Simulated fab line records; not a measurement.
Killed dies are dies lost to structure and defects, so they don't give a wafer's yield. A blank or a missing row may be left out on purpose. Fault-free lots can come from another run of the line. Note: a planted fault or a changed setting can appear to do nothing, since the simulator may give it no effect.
The tool behind it: which one? + flow nand_harc + 36 wafers from 12 lots sampled at 6 of the route's 1302 steps

## WHAT THE GAUGES SHOWED, per wafer
NHARC_A_SLIT_CD_MEAS_21.
| lot  | measured     | on        | cd_nm (nm)        |
|------|--------------|-----------|-------------------|
| L075 | day 20 12:38 | cd_sem-02 | 289.6 288.8 289.2 |
| L077 | day 20 19:20 | cd_sem-01 | 290.2 290.5 290.4 |
| L080 | day 21 23:23 | cd_sem-01 | 290.1 289.4 289.4 |
| L081 | day 22 15:41 | cd_sem-01 | 287.9 288.7 288.6 |
| L083 | day 23 20:07 | cd_sem-02 | 290.4 290.2 290.1 |
| L086 | day 24 09:48 | cd_sem-03 | 289.0 289.2 288.7 |
| L087 | day 25 13:08 | cd_sem-03 | 288.6 288.2 288.5 |
| L089 | day 25 09:39 | cd_sem-01 | 288.2 288.9 289.3 |
| L090 | day 27 03:16 | cd_sem-01 | 291.2 290.1 290.3 |
| L093 | day 28 01:08 | cd_sem-01 | 289.6 290.0 289.1 |
| L096 | day 28 14:47 | cd_sem-03 | 289.9 290.1 290.5 |
| L097 | day 29 09:59 | cd_sem-01 | 291.4 290.8 290.5 |

## EACH LOT AND THE TOOL THAT RAN IT (in order: tool; ch and the chambers of the sampled wafers; start)
| lot  | NHARC_A_STAIRCASE_CMP_450     | NHARC_A_SGD_CUT_DESCUM_14          | NHARC_A_SGD_CUT_ETCH_58            | NHARC_A_SLIT_DEP_00           | NHARC_A_SLIT_DESCUM_14             |
|------|-------------------------------|------------------------------------|------------------------------------|-------------------------------|------------------------------------|
| L075 | cmp-01 ch 2,3, day 19 11:49   | rie_diel-13 ch 1,2, day 19 14:27   | rie_diel-13 ch 1,2,3, day 19 14:33 | acl_dep-03 ch 0, day 19 23:20 | rie_diel-06 ch 0,1, day 20 02:43   |
| L077 | cmp-01 ch 1,2,3, day 19 22:28 | rie_diel-12 ch 1,2,3, day 20 01:15 | rie_diel-12 ch 1,2,3, day 20 01:20 | acl_dep-02 ch 0, day 20 08:18 | rie_diel-03 ch 0,1,3, day 20 12:57 |
| L080 | cmp-02 ch 0,2,3, day 21 00:50 | rie_diel-13 ch 0,2,3, day 21 03:36 | rie_diel-13 ch 0,2, day 21 03:41   | acl_dep-01 ch 0, day 21 12:23 | rie_diel-06 ch 1,3, day 21 17:04   |
| L081 | cmp-01 ch 0,1,3, day 21 18:53 | rie_diel-12 ch 1,2,3, day 21 21:38 | rie_diel-12 ch 0,1,2, day 21 21:44 | acl_dep-02 ch 0, day 22 04:41 | rie_diel-11 ch 0,3, day 22 09:09   |
| L083 | cmp-01 ch 0,2,3, day 22 21:53 | rie_diel-13 ch 2,3, day 23 00:32   | rie_diel-13 ch 0,2,3, day 23 00:37 | acl_dep-03 ch 0, day 23 07:41 | rie_diel-03 ch 0,1,3, day 23 13:49 |
| L086 | cmp-01 ch 0,2,3, day 23 12:21 | rie_diel-02 ch 2,3, day 23 15:06   | rie_diel-02 ch 0,2,3, day 23 15:11 | acl_dep-03 ch 0, day 23 23:55 | rie_diel-06 ch 0,1,3, day 24 03:29 |
| L087 | cmp-02 ch 0,3, day 24 12:19   | rie_diel-02 ch 1,2, day 24 15:05   | rie_diel-02 ch 0,2, day 24 15:11   | acl_dep-03 ch 0, day 25 02:18 | rie_diel-11 ch 0,1, day 25 06:17   |
| L089 | cmp-04 ch 0,1,3, day 24 12:36 | rie_diel-02 ch 1,2,3, day 24 15:27 | rie_diel-02 ch 0,1,2, day 24 15:32 | acl_dep-01 ch 0, day 24 23:29 | rie_diel-11 ch 1,2, day 25 03:23   |
| L090 | cmp-02 ch 1,2,3, day 26 03:28 | rie_diel-02 ch 1,3, day 26 06:14   | rie_diel-02 ch 0,1,2, day 26 06:19 | acl_dep-01 ch 0, day 26 15:59 | rie_diel-06 ch 1,2,3, day 26 20:39 |
| L093 | cmp-04 ch 2,3, day 27 00:02   | rie_diel-13 ch 2,3, day 27 03:47   | rie_diel-13 ch 0,3, day 27 03:52   | acl_dep-03 ch 0, day 27 13:54 | rie_diel-06 ch 0,1,3, day 27 16:47 |
| L096 | cmp-01 ch 0,1,3, day 27 17:58 | rie_diel-12 ch 1,2,3, day 27 20:48 | rie_diel-12 ch 1,3, day 27 20:54   | acl_dep-02 ch 0, day 28 04:26 | rie_diel-11 ch 0,1,2, day 28 08:27 |
| L097 | cmp-04 ch 1,3, day 28 10:44   | rie_diel-13 ch 0,1,2, day 28 13:31 | rie_diel-13 ch 1,2, day 28 13:35   | acl_dep-01 ch 0, day 28 23:04 | rie_diel-06 ch 2,3, day 29 03:44   |
- NHARC_A_STAIRCASE_CMP_450: polishes SiO2, target thk 200 nm.
- NHARC_A_SGD_CUT_DESCUM_14: chemistry O2, time 3 s.
- NHARC_A_SGD_CUT_ETCH_58: etches the open film in CF4, target depth 39 nm, time 65 s.
- NHARC_A_SLIT_DEP_00: deposits aC, target thk 6200 nm.
- NHARC_A_SLIT_DESCUM_14: chemistry O2, time 3 s.

## THE ANSWER, worked out from the rows above alone
Rule: usual is defined by the lots themselves. The widest of any qualifying gaps counts: lots, ordered by their means at a reading, are off when they make up no more than a third of the lots, leave a main group of 4 or more, and stand apart from it by 3 or more times the standard deviation of that group's means. A main group is skipped when, at the precision printed for the reading in the tables above, its means are all equal. Also off: a lot with no number at a reading for which 4 or more lots have one. The other lots that the step has rows for count as sound.
Nothing can be told from this: no lot is off at any reading shown.

## WHAT THE SIMULATOR PUT IN
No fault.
